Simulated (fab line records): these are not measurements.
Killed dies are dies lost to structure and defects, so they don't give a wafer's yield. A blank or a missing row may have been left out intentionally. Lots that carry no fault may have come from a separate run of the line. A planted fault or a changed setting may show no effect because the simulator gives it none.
Matching of chambers | flow n5 finfet | 4 sister chambers for N5_BEOL_M10_STRIP_36 on rie diel-01
The step strips in N2/H2. 14 wafers are shown with their chamber, then 7 later ones without.

## WAFERS WITH THEIR CHAMBER
wafer  | chamber | showerhead plenum p Torr (Torr) | drypump motor current A (A) | throttle valve pct (%)
L078.2 | 1       | 2.48                            | 6.4                         | 23.50
L078.3 | 3       | 2.30                            | 5.1                         | 23.05
L078.6 | 0       | 2.41                            | 6.3                         | 23.60
L080.2 | 0       | 2.41                            | 6.2                         | 23.60
L080.4 | 3       | 2.30                            | 5.1                         | 23.13
L080.5 | 2       | 2.60                            | 5.4                         | 23.70
L085.1 | 2       | 2.60                            | 5.5                         | 23.62
L085.4 | 2       | 2.60                            | 5.5                         | 23.58
L085.6 | 3       | 2.29                            | 5.1                         | 23.15
L089.2 | 0       | 2.40                            | 6.2                         | 23.65
L089.3 | 3       | 2.29                            | 5.1                         | 23.15
L089.5 | 2       | 2.60                            | 5.4                         | 23.61
L090.2 | 0       | 2.40                            | 6.2                         | 23.61
L090.4 | 1       | 2.47                            | 6.4                         | 23.54

SIGNATURES (means of the wafers above)
reading                  | chamber 0 | chamber 1 | chamber 2 | chamber 3 | scatter within a chamber
showerhead plenum p Torr | 2.4050    | 2.4750    | 2.6000    | 2.2950    | 0.005
drypump motor current A  | 6.225     | 6.400     | 5.450     | 5.100     | 0.0418
throttle valve pct       | 23.6150   | 23.5200   | 23.6275   | 23.1200   | 0.0414
Rule: distance of a wafer from a chamber = root of the sum over the readings of ((wafer's reading minus chamber's mean) / reading's scatter) squared. If the next closest chamber is less than 2 further off than the closest, the wafer can't be placed; otherwise it belongs to the closest. The scatter: take each reading less its chamber's mean, square it, sum over the shown wafers, divide by the number of wafers less the number of chambers, and take the root.

## WAFERS MISSING THEIR CHAMBER
wafer  | showerhead plenum p Torr (Torr) | drypump motor current A (A) | throttle valve pct (%)
L090.6 | 2.29                            | 5.1                         | 23.11
L088.2 | 2.59                            | 5.4                         | 23.61
L088.3 | 2.47                            | 6.5                         | 23.53
L088.6 | 2.40                            | 6.2                         | 23.63
L097.1 | 2.59                            | 5.4                         | 23.66
L097.5 | 2.28                            | 5.1                         | 23.17
L097.6 | 2.59                            | 5.4                         | 23.64

## WHICH CHAMBER EACH ONE RAN IN
wafer  | from the rows above | in truth
L090.6 | 3                   | 3
L088.2 | 2                   | 2
L088.3 | 1                   | 1
L088.6 | 0                   | 0
L097.1 | 2                   | 2
L097.5 | 3                   | 3
L097.6 | 2                   | 2
Correct placement for 7 of the 7. Number that these rows cannot place: 0. Number placed wrongly: 0.
